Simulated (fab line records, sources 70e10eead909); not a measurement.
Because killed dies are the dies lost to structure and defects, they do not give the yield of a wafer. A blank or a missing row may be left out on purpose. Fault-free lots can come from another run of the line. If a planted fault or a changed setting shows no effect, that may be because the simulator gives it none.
fab line records	flow nand_harc
record lots=15	wafers=45	last_day=33
route steps=1302 shown P_M2@333
lots that met no fault: from a run of the same line without faults
start_h: start of the lot's first displayed wafer, in hours after the record's first day	wait_h: how many hours have passed since the lot's step before this one	" identical to the entry in the row above	L1.1+2: several wafers, shown together as one row	- value missing, or start not given	* or withheld: withheld	< > ~ a bound
route shown NAME@n: a module of which the file shows steps, and the number in the route of the first	usual: mean and standard deviation over wafers with no fault	same: alike in all rows	chamber/n: place in a boat	sites: readings site by site	_std_site: the standard deviation of these	_edge_site: the outer-site mean with the inner-site mean subtracted	radius_mm: for every site, how far away it sits from the centre of the wafer	mask NAME#n: copy n	behind: tool/chamber where the wafer was last shaped	hold: reason for holding the lot/hours on hold/outcome of the hold	device: transistor that didn't switch, given as n, p or np	end of line: the same wafers' tests at the end of the route	a step with no rows: only its recipe	killed: not the wafer's yield, but the dies lost to structure and defects at the first sort	map: the dies of a wafer, with x for killed, . for not killed, _ for no die there
set.NAME: setting as actually run; set.NAME@STEP: the setting as run at that earlier step	model.NAME: the simulator's own value behind a step, which no gauge read
the route's steps for a sample of lots (tables are steps, rows are wafers)
services: from which hour (start_h, from the record's first day; less than 0 if before it) a tool's chamber was out of use, for how many hours, and why
## steps
# step NHARC_P_M2_ETCH_15
# recipe target_depth_a=1825	time_s=91.2	c4f8_flow_sccm=withheld	ar_flow_sccm=400	rf_w=600	bias_w=300	chemistry=C4F8/Ar
# usual oes_product_au=0.948/0.024	rf_fwd_power_W=596.4/2	rf_vpp_V=442.0/2.8
lot.wafer	tool	chamber	start_h	wait_h	oes_product_au	rf_fwd_power_W	rf_hours_counter_h	rf_vpp_V
L396.2	rie_diel-12	1	-	-	0.977	598.3	1.3	444.6
L396.1	"	2	"	"	0.971	597.0	1.5	438.4
L396.3	"	3	"	"	0.952	595.6	1.6	444.1
L397.2	rie_diel-12	0	-	-	0.989	598.2	2.1	439.8
L397.5	"	1	"	"	0.958	596.9	-	445.1
L397.6	"	2	"	"	0.973	596.1	-	436.4
L399.4	rie_diel-10	2	-	-	0.908	594.3	6.0	440.2
L399.3	"	0	"	"	0.920	595.6	6.6	442.8
L399.6	"	1	"	"	0.919	599.8	-	440.5
L400.2	rie_diel-12	3	-	-	0.970	595.1	3.8	443.1
L400.3	"	0	"	"	0.967	595.9	3.6	438.9
L400.5	"	3	"	"	0.965	595.7	-	444.4
L401.1	rie_diel-12	2	-	-	0.971	598.2	3.9	437.1
L401.3	"	3	"	"	0.953	597.4	4.2	442.8
L401.6	"	1	"	"	0.957	599.1	-	445.5
L403.1	rie_diel-12	0	-	-	0.975	592.7	4.4	438.2
L403.2	"	1	"	"	0.970	597.1	4.6	445.5
L403.6	"	2	"	"	0.978	597.2	-	436.9
L404.3	rie_diel-10	2	-	-	0.904	597.5	8.7	440.6
L404.1	"	3	"	"	0.937	594.3	10.5	445.9
L404.5	"	1	"	"	0.925	596.0	-	439.8
L405.4	rie_diel-09	0	-	-	0.914	598.0	4.5	440.8
L405.5	"	3	"	"	0.946	597.1	-	443.0
L405.6	"	0	"	"	0.920	598.6	-	442.8
L411.1	rie_diel-09	3	-	-	0.970	593.5	8.8	444.7
L411.5	"	3	"	"	0.946	596.8	-	444.7
L411.4	"	0	"	"	0.953	597.8	-	442.5
L412.2	rie_diel-09	3	-	-	0.950	596.4	9.2	443.5
L412.4	"	1	"	"	0.941	594.8	-	443.5
L412.5	"	3	"	"	0.947	599.4	-	443.9
L413.1	rie_diel-10	2	-	-	0.919	594.7	2.8	442.6
L413.4	"	3	"	"	0.933	593.4	2.8	444.7
L413.5	"	1	"	"	0.931	598.2	-	440.7
L414.1	rie_diel-12	0	-	-	0.983	598.2	2.4	438.2
L414.4	"	1	"	"	0.971	595.6	2.6	444.5
L414.5	"	0	"	"	0.984	600.3	-	437.5
L416.3	rie_diel-10	0	-	-	0.912	596.8	1.8	443.3
L416.2	"	1	"	"	0.927	593.6	3.3	441.6
L416.6	"	0	"	"	0.917	594.4	-	442.8
L415.1	rie_diel-10	0	-	-	0.917	599.3	1.9	443.7
L415.2	"	2	"	"	0.917	593.5	3.3	440.0
L415.4	"	3	"	"	0.926	595.1	3.4	443.9
L418.3	rie_diel-12	0	-	-	0.961	598.4	4.5	438.3
L418.4	"	1	"	"	0.952	594.6	4.6	446.1
L418.6	"	1	"	"	0.955	598.1	-	445.7
# step NHARC_P_M2_ECD_22
# recipe target_thk_a=4000	bath_temp_c=25	material=Cu
# usual bath_heat_duty_pct=5.8/0.72	bath_temp_c=24.99/0.095
lot.wafer	tool	chamber	start_h	wait_h	bath_heat_duty_pct	bath_temp_c
L396.1	ecd_cu-01	1	136.88	-	6.8	25.13
L396.2	"	0	"	"	6.9	25.12
L396.3	"	0	"	"	6.2	24.98
L397.2	ecd_cu-01	0	149.05	-	6.2	24.72
L397.6	"	1	"	"	6.0	24.73
L397.5	"	0	"	"	6.2	24.93
L399.3	ecd_cu-01	0	175.12	-	5.7	25.13
L399.4	"	1	"	"	6.6	24.86
L399.6	"	1	"	"	6.6	24.96
L400.2	ecd_cu-02	1	180.14	-	4.7	24.85
L400.3	"	1	"	"	5.6	24.89
L400.5	"	1	"	"	5.9	25.07
L401.1	ecd_cu-02	0	194.39	-	6.5	24.98
L401.3	"	1	"	"	5.3	24.90
L401.6	"	0	"	"	7.1	25.04
L403.1	ecd_cu-02	0	212.14	-	-	-
L403.2	"	1	"	"	-	-
L403.6	"	1	"	"	-	-
L404.1	ecd_cu-02	1	215.73	-	-	-
L404.3	"	1	"	"	-	-
L404.5	"	1	"	"	-	-
L405.4	ecd_cu-02	0	235.73	-	-	-
L405.6	"	0	"	"	-	-
L405.5	"	1	"	"	-	-
L411.1	ecd_cu-02	1	287.55	-	5.7	25.00
L411.4	"	0	"	"	6.2	25.08
L411.5	"	0	"	"	5.2	25.05
L412.2	ecd_cu-02	1	306.22	-	4.8	25.01
L412.4	"	1	"	"	5.2	24.93
L412.5	"	1	"	"	5.6	25.07
L413.1	ecd_cu-02	0	312.43	-	5.6	24.97
L413.4	"	1	"	"	5.8	25.05
L413.5	"	0	"	"	7.0	24.97
L414.1	ecd_cu-01	0	324.37	-	5.3	24.93
L414.4	"	0	"	"	6.0	25.00
L414.5	"	0	"	"	6.7	24.90
L416.2	ecd_cu-02	0	340.02	-	6.7	25.00
L416.3	"	1	"	"	4.9	24.87
L416.6	"	1	"	"	6.1	25.04
L415.2	ecd_cu-02	0	340.95	-	6.6	24.78
L415.1	"	1	"	"	4.5	24.95
L415.4	"	1	"	"	5.5	25.02
L418.3	ecd_cu-02	0	361.63	-	6.5	25.13
L418.4	"	1	"	"	5.0	25.13
L418.6	"	1	"	"	4.9	25.18
# step NHARC_P_M2_CMP_23
# recipe t_overpolish_s=20	target_thk_nm=144.3
# usual edge_zone_pressure_frac=1.000/0.005	motor_current_A=12.2/1.9	time_to_endpoint_s=29.0/2.9
lot.wafer	tool	chamber	start_h	wait_h	edge_zone_pressure_frac	motor_current_A	time_to_endpoint_s
L396.3	cmp-01	0	137.60	-	0.995	14.0	30.4
L396.1	"	2	"	"	1.004	11.5	27.2
L396.2	"	3	"	"	1.012	10.9	32.7
L397.2	cmp-01	2	149.71	-	0.997	11.2	28.5
L397.5	"	2	"	"	1.004	11.3	26.3
L397.6	"	3	"	"	0.992	11.1	32.0
L399.4	cmp-01	0	175.78	-	0.991	13.7	29.2
L399.3	"	2	"	"	0.993	12.5	26.9
L399.6	"	0	"	"	1.006	14.8	27.9
L400.3	cmp-02	0	180.89	-	0.993	10.8	31.1
L400.2	"	1	"	"	0.993	9.9	26.8
L400.5	"	1	"	"	0.994	9.4	26.8
L401.3	cmp-04	2	195.05	-	1.011	11.3	25.2
L401.1	"	3	"	"	1.003	12.6	29.2
L401.6	"	2	"	"	0.998	10.8	26.8
L403.1	cmp-01	0	212.93	-	0.995	14.4	4.2
L403.2	"	2	"	"	0.993	11.9	1.6
L403.6	"	0	"	"	0.999	14.7	4.5
L404.1	cmp-02	0	216.45	-	1.001	10.6	5.2
L404.3	"	2	"	"	0.998	15.1	2.2
L404.5	"	0	"	"	1.006	10.2	3.7
L405.4	cmp-01	2	236.41	-	1.003	11.8	0.0
L405.6	"	0	"	"	0.994	13.8	0.9
L405.5	"	1	"	"	0.995	14.4	4.3
L411.1	cmp-01	3	288.24	-	1.002	11.2	28.8
L411.4	"	0	"	"	0.993	14.8	27.0
L411.5	"	2	"	"	1.010	11.9	22.9
L412.2	cmp-02	1	306.89	-	0.993	9.8	30.1
L412.4	"	2	"	"	1.001	14.3	32.4
L412.5	"	2	"	"	0.992	15.0	33.8
L413.1	cmp-01	1	313.15	-	1.004	14.5	29.0
L413.4	"	3	"	"	0.999	11.3	29.8
L413.5	"	1	"	"	0.999	14.0	29.2
L414.1	cmp-01	0	325.11	-	0.989	14.3	30.1
L414.4	"	1	"	"	0.999	14.4	33.1
L414.5	"	3	"	"	0.999	11.4	28.5
L416.2	cmp-04	1	340.69	-	1.011	15.1	28.4
L416.3	"	3	"	"	1.003	11.9	26.7
L416.6	"	1	"	"	1.005	15.0	28.6
L415.4	cmp-01	3	341.70	-	1.004	11.1	30.6
L415.1	"	0	"	"	1.000	15.2	31.4
L415.2	"	1	"	"	0.996	13.9	32.7
L418.3	cmp-02	1	362.26	-	1.000	9.7	25.9
L418.4	"	0	"	"	1.012	11.0	32.7
L418.6	"	2	"	"	1.001	13.9	33.5
# step NHARC_P_M2_THK_MEAS_24
# recipe thk_meas_gauge=xrf
# usual thk_nm=144.7/1.5
lot.wafer	tool	chamber	start_h	wait_h	thk_nm
L396.1	film_metro-01	-	137.92	-	142.8
L396.2	"	-	"	"	141.5
L396.3	"	-	"	"	143.8
L397.2	film_metro-02	-	150.02	-	143.7
L397.5	"	-	"	"	143.7
L397.6	"	-	"	"	145.0
L399.3	film_metro-02	-	176.08	-	143.3
L399.4	"	-	"	"	144.3
L399.6	"	-	"	"	145.5
L400.2	film_metro-02	-	181.20	-	143.2
L400.3	"	-	"	"	147.3
L400.5	"	-	"	"	144.8
L401.1	film_metro-01	-	195.37	-	142.9
L401.3	"	-	"	"	141.2
L401.6	"	-	"	"	144.1
L403.1	film_metro-01	-	213.21	-	32.0
L403.2	"	-	"	"	29.7
L403.6	"	-	"	"	30.1
L404.1	film_metro-02	-	216.76	-	31.9
L404.3	"	-	"	"	30.6
L404.5	"	-	"	"	28.2
L405.4	film_metro-02	-	236.67	-	29.2
L405.5	"	-	"	"	29.9
L405.6	"	-	"	"	29.9
L411.1	film_metro-01	-	288.53	-	143.1
L411.4	"	-	"	"	143.7
L411.5	"	-	"	"	140.1
L412.2	film_metro-01	-	307.20	-	144.1
L412.4	"	-	"	"	144.0
L412.5	"	-	"	"	144.8
L413.1	film_metro-01	-	313.47	-	142.7
L413.4	"	-	"	"	144.0
L413.5	"	-	"	"	145.1
L414.1	film_metro-01	-	325.36	-	147.1
L414.4	"	-	"	"	144.5
L414.5	"	-	"	"	144.5
L416.2	film_metro-01	-	341.00	-	145.2
L416.3	"	-	"	"	144.9
L416.6	"	-	"	"	145.4
L415.1	film_metro-02	-	341.99	-	149.0
L415.2	"	-	"	"	146.3
L415.4	"	-	"	"	149.3
L418.3	film_metro-02	-	362.57	-	145.0
L418.4	"	-	"	"	145.2
L418.6	"	-	"	"	143.9
# step NHARC_P_M2_INSPECT_27
# usual raw_defect_count=297/110
lot.wafer	tool	chamber	start_h	wait_h	raw_defect_count
L396.1	defect_inspect-01	-	138.07	0.0	312
L396.2	"	-	"	"	234
L396.3	"	-	"	"	505
L397.2	defect_inspect-02	-	150.18	0.0	359
L397.5	"	-	"	"	241
L397.6	"	-	"	"	266
L399.3	defect_inspect-01	-	176.24	0.0	353
L399.4	"	-	"	"	323
L399.6	"	-	"	"	500
L400.2	defect_inspect-01	-	181.36	0.0	145
L400.3	"	-	"	"	197
L400.5	"	-	"	"	287
L401.1	defect_inspect-02	-	195.52	0.0	212
L401.3	"	-	"	"	442
L401.6	"	-	"	"	373
L403.1	defect_inspect-01	-	213.38	0.0	285
L403.2	"	-	"	"	358
L403.6	"	-	"	"	367
L404.1	defect_inspect-02	-	216.92	0.0	462
L404.3	"	-	"	"	288
L404.5	"	-	"	"	306
L405.4	defect_inspect-02	-	236.82	0.0	300
L405.5	"	-	"	"	236
L405.6	"	-	"	"	262
L411.1	defect_inspect-01	-	288.71	0.0	339
L411.4	"	-	"	"	150
L411.5	"	-	"	"	269
L412.2	defect_inspect-01	-	307.36	0.0	410
L412.4	"	-	"	"	327
L412.5	"	-	"	"	326
L413.1	defect_inspect-02	-	313.62	0.0	322
L413.4	"	-	"	"	227
L413.5	"	-	"	"	544
L414.1	defect_inspect-02	-	325.52	0.0	205
L414.4	"	-	"	"	259
L414.5	"	-	"	"	296
L416.2	defect_inspect-02	-	341.19	0.0	217
L416.3	"	-	"	"	186
L416.6	"	-	"	"	337
L415.1	defect_inspect-02	-	342.17	0.0	118
L415.2	"	-	"	"	210
L415.4	"	-	"	"	219
L418.3	defect_inspect-01	-	362.73	0.0	305
L418.4	"	-	"	"	377
L418.6	"	-	"	"	215
# step NHARC_P_M2_PRE_CLEAN_32
# recipe time_s=12	temp_c=370	rf_power_w=300	gas=NH3
# usual heater_power_w=656/85	rf_fwd_power_W=292.5/0.91
lot.wafer	tool	chamber	start_h	wait_h	heater_power_w	rf_fwd_power_W
L396.2	pecvd-02	2	138.24	0.2	609	291.5
L396.1	"	0	"	"	763	293.3
L396.3	"	1	"	"	675	290.0
L397.2	pecvd-03	0	150.26	0.1	643	292.8
L397.6	"	2	"	"	487	291.6
L397.5	"	0	"	"	650	291.2
L399.3	pecvd-03	2	176.33	0.1	534	292.8
L399.4	"	1	"	"	582	292.8
L399.6	"	2	"	"	532	292.0
L400.2	pecvd-02	2	181.47	0.1	573	291.3
L400.3	"	1	"	"	664	292.7
L400.5	"	1	"	"	689	292.8
L401.1	pecvd-02	1	195.59	0.1	660	291.1
L401.3	"	2	"	"	658	293.4
L401.6	"	2	"	"	653	293.1
L403.1	pecvd-02	2	213.46	0.1	623	293.7
L403.2	"	0	"	"	761	292.2
L403.6	"	1	"	"	692	293.8
L404.3	pecvd-01	1	217.00	0.1	674	292.8
L404.1	"	2	"	"	787	293.1
L404.5	"	1	"	"	671	293.7
L405.6	pecvd-03	0	236.93	0.1	727	291.9
L405.4	"	1	"	"	568	293.1
L405.5	"	2	"	"	517	292.2
L411.1	pecvd-02	0	288.78	0.1	755	292.4
L411.4	"	0	"	"	743	292.7
L411.5	"	1	"	"	649	291.4
L412.2	pecvd-03	1	307.45	0.1	592	292.7
L412.4	"	0	"	"	699	292.4
L412.5	"	1	"	"	576	292.1
L413.1	pecvd-02	0	313.72	0.1	679	292.6
L413.4	"	2	"	"	663	294.0
L413.5	"	0	"	"	701	292.4
L414.1	pecvd-03	0	325.59	0.1	801	292.4
L414.5	"	0	"	"	768	292.9
L414.4	"	2	"	"	500	293.7
L416.3	pecvd-01	0	341.25	0.1	692	294.8
L416.2	"	2	"	"	792	291.0
L416.6	"	0	"	"	679	293.3
L415.1	pecvd-01	0	342.24	0.1	702	292.6
L415.2	"	2	"	"	738	292.8
L415.4	"	0	"	"	693	293.1
L418.3	pecvd-02	2	362.81	0.1	696	292.9
L418.6	"	1	"	"	670	293.3
L418.4	"	0	"	"	665	292.9
## services
tool	chamber	start_h	hours	kind
cmp-01	-	112.05	1.3	repair
pecvd-02	0	143.76	16.1	repair
pecvd-02	-	156.63	0.3	repair
pecvd-03	-	185.27	13.0	pm
cmp-01	-	185.50	4.0	pm
rie_diel-12	0	190.21	4.2	repair
cmp-01	-	194.18	1.8	repair
cmp-01	-	213.92	0.7	repair
cmp-01	-	220.29	6.0	repair
pecvd-02	-	227.00	13.0	pm
ecd_cu-02	-	244.00	8.0	pm
pecvd-02	1	262.87	5.6	repair
cmp-01	-	264.67	1.0	repair
cmp-01	-	266.76	1.3	repair
rie_diel-12	-	268.41	9.0	pm
cmp-01	-	281.07	2.4	repair
cmp-01	-	283.50	4.0	pm
rie_diel-12	3	301.34	2.5	repair
cmp-01	-	321.71	0.8	repair
rie_diel-12	1	331.82	1.4	repair
pecvd-02	2	337.17	6.5	repair
ecd_cu-02	-	337.95	1.1	repair
rie_diel-12	2	338.85	6.5	repair
pecvd-02	0	339.17	7.6	repair
## key
first_sign step=NHARC_P_M2_ECD_22	reading=tool_record	direction=missing
effect step=NHARC_P_M2_CMP_23	reading=time_to_endpoint_s	direction=down	sigmas=9	usual=*	struck=*
effect step=NHARC_P_M2_THK_MEAS_24	reading=thk_nm	direction=down	sigmas=74	usual=144.7	struck=30.2
met_at NHARC_P_M2_ECD_22
struck_lots L403,L404,L405
later_rows_left_out L403.1,L403.2,L403.6,L404.1,L404.3,L404.5,L405.4,L405.5,L405.6
sort_left_out L403.1,L403.2,L403.6,L404.1,L404.3,L404.5,L405.4,L405.5,L405.6
not_acting_at NHARC_P_M2_ETCH_15,NHARC_P_M2_INSPECT_27,NHARC_P_M2_PRE_CLEAN_32
onset_between 194.39 212.14
fault kind=skipped_step_whole	tool=ecd_cu-02	chamber=-	onset_h=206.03	steps=NHARC_P_M2_ECD_22	scope=struck_lots_only
# sort_left_out: the simulated sort isn't trusted on such a fault, so these wafers' sort isn't shown, and their yield isn't known
# later_rows_left_out: the simulator's readings of these wafers behind a module that went badly wrong aren't trusted and aren't shown, but for the sort
